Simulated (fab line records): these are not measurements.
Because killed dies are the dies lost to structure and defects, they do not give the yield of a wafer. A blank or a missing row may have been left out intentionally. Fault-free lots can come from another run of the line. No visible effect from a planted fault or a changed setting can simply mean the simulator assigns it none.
What tool caused it?    flow nandHarc    Sampling: 11 lots, 33 wafers, 2 of 1159 route steps

== WHAT THE GAUGES READ, wafer by wafer ==
NHARC_A_SLIT_CD_MEAS_21.
lot   measured      on        cdNm (nm)
L991  day 14 10:59  cdSem-01  287.4 287.3 286.7
L997  day 15 12:41  cdSem-01  290.6 289.6 290.4
L100  day 16 20:14  cdSem-03  289.1 288.4 288.9
L102  day 17 19:58  cdSem-01  290.1 289.6 288.4
L103  day 17 16:52  cdSem-03  289.0 291.1 289.4
L106  day 18 07:25  cdSem-02  290.8 290.5 290.5
L109  day 18 11:05  cdSem-03  288.8 288.9 288.7
L112  day 19 10:41  cdSem-02  290.5 290.0 290.5
L113  day 19 10:56  cdSem-02  290.0 289.9 289.6
L111  day 19 22:38  cdSem-02  288.8 288.7 289.9
L114  day 20 00:13  cdSem-03  289.3 290.5 290.1

== WHAT TOOL EACH LOT RAN ON (gives the tool, then ch and the chambers of the sampled wafers, and finally the start) ==
lot   NHARC_A_SGD_CUT_ETCH_16
L991  rieDiel-02 ch 0,1, day 14 10:59 or earlier
L997  rieDiel-08 ch 1,2, day 15 12:41 or earlier
L100  rieDiel-04 ch 1,2,3, day 16 20:14 or earlier
L102  rieDiel-08 ch 2,3, day 17 19:58 or earlier
L103  rieDiel-02 ch 0,2,3, day 17 16:52 or earlier
L106  rieDiel-02 ch 1,2,3, day 18 07:25 or earlier
L109  rieDiel-04 ch 2,3, day 18 11:05 or earlier
L112  rieDiel-08 ch 1,2,3, day 19 10:41 or earlier
L113  rieDiel-04 ch 0,1, day 19 10:56 or earlier
L111  rieDiel-04 ch 2,3, day 19 22:38 or earlier
L114  rieDiel-02 ch 0,3, day 20 00:13 or earlier
- NHARC_A_SGD_CUT_ETCH_16: etches the open film in C4F8/O2/Ar, target depth 310.5 nm, time 155.2 s.

== THE ANSWER, worked out from the rows above alone ==
Rule: the usual values come from the lots themselves. Put in order of their means at a reading, lots are off if they are a third of the lots or fewer, leave a main group of 4 or more, and stand apart from it by a gap of 3 or more times the standard deviation of the main group's means; of several such gaps the widest counts. Not used: any main group whose means are identical at the precision the tables above print for the reading. A lot without any number at a reading at which 4 lots or more have one is off too. The other lots that the step has rows for count as sound.
Across all readings shown, no lot is off: no conclusion can be drawn from this.

== WHAT THE SIMULATOR HAD PUT IN ==
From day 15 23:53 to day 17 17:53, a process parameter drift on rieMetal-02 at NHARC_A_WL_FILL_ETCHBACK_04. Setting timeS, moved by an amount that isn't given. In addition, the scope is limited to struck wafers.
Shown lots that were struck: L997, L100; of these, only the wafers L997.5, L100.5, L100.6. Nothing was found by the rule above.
